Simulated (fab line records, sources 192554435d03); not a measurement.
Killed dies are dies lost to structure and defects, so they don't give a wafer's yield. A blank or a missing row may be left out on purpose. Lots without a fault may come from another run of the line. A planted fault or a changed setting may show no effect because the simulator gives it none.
Split-lot experiment | flow n5_finfet | 7 lots, 21 wafers read, on a route of 1938 steps

THE SPLIT
At N5_BEOL_M1_CMP_52 (polishes, stops on SiOC, t overpolish 6.8 s, target thk 40 nm), the setting down_force_psi was moved away from the recipe's 1 psi on 9 of the 21 wafers read, by -17.1% to +15.4%. The other wafers ran this setting at the recipe's value.

The reading is taken at the split's own step.

THE READING
barrier_field_endpoint_s, in s, at N5_BEOL_M1_CMP_52 (polishes, stops on SiOC, t overpolish 6.8 s, target thk 40 nm). Fault-free wafers of this fab line usually give 24.8 s, standard deviation 0.79 s.

wafer  | tool, chamber at the split | down_force_psi as run, psi | against the recipe | barrier_field_endpoint_s, s | against lot-mates on the recipe
L074.4 | cmp-01, 2                  | 1                          | recipe             | 27.0                        | -
L074.2 | cmp-01, 1                  | 1.114                      | +11.4%             | 21.7                        | -4.4
L074.6 | cmp-01, 3                  | 1                          | recipe             | 25.2                        | -
L075.4 | cmp-01, 2                  | 1.154                      | +15.4%             | 21.9                        | -2.2
L075.1 | cmp-01, 3                  | 1                          | recipe             | 24.1                        | -
L075.5 | cmp-01, 0                  | 1.154                      | +15.4%             | 20.3                        | -3.8
L078.1 | cmp-02, 2                  | 0.8294                     | -17.1%             | 29.3                        | +4.3
L078.3 | cmp-02, 3                  | 0.8294                     | -17.1%             | 30.6                        | +5.6
L078.6 | cmp-02, 3                  | 1                          | recipe             | 25.0                        | -
L089.4 | cmp-02, 3                  | 1                          | recipe             | 23.7                        | -
L089.3 | cmp-02, 0                  | 1                          | recipe             | 25.6                        | -
L089.1 | cmp-02, 1                  | 1                          | recipe             | 24.6                        | -
L090.4 | cmp-01, 2                  | 1                          | recipe             | 26.5                        | -
L090.6 | cmp-01, 3                  | 1.092                      | +9.2%              | 23.7                        | -2.8
L090.5 | cmp-01, 0                  | 1.092                      | +9.2%              | 22.2                        | -4.3
L091.3 | cmp-01, 0                  | 0.8691                     | -13.1%             | 28.4                        | +4.2
L091.4 | cmp-01, 1                  | 1                          | recipe             | 24.2                        | -
L091.2 | cmp-01, 3                  | 0.8691                     | -13.1%             | 28.7                        | +4.5
L096.3 | cmp-02, 1                  | 1                          | recipe             | 24.5                        | -
L096.1 | cmp-02, 0                  | 1                          | recipe             | 24.0                        | -
L096.5 | cmp-02, 2                  | 1                          | recipe             | 24.9                        | -

THE FIT
A straight line over all 21 wafers: barrier_field_endpoint_s changes by -0.269 s for each +1% of down_force_psi; r = -0.94; the points scatter about the line by 0.9 s.
The same after taking each lot's own level away (the mean of its wafers on the recipe; 21 wafers): -0.289 s for each +1%; r = -0.95; scatter 0.88 s.
On that fit, the largest move of down_force_psi shifts the reading by 4.9 s.
The lots' own levels span 24.10 to 26.50 s, that is 3.0 times the standard deviation above.
So the lot-to-lot level changes the slope little: the two slopes agree.
Check: with one of the wafers moved furthest among these (-17.1%) left out of the fit, the line predicts +5.18 s for it against its lot-mates. It came out at +4.3 s against them.
Tool readings at the split's step, against how far the setting was moved: barrier_field_endpoint_s r = -0.94.

OTHER SPLITS ON THESE WAFERS
These wafers also went through other splits before the reading. Each is held against what the fit with the lots' levels taken away leaves over:
other split on the same wafers       | wafers away from the commonest value | r with barrier_field_endpoint_s (lot level and that fit taken away)
N5_MOL_CONTACT_COAG_COAT_58 spin_rpm | 8                                    | -0.25
N5_MOL_CONTACT_COAG_ETCH_105 bias_w  | 5                                    | -0.11
N5_MOL_CONTACT_COAG_ETCH_91 source_w | 5                                    | -0.06
N5_BEOL_M0_SAQP_COAT_87 spin_rpm     | 8                                    | +0.31
N5_BEOL_M0_ETCH_109 bias_w           | 8                                    | +0.21

THE FILE'S OWN FIT
barrier_field_endpoint_s changes by -0.295 s for each +1% of down_force_psi, r = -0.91.
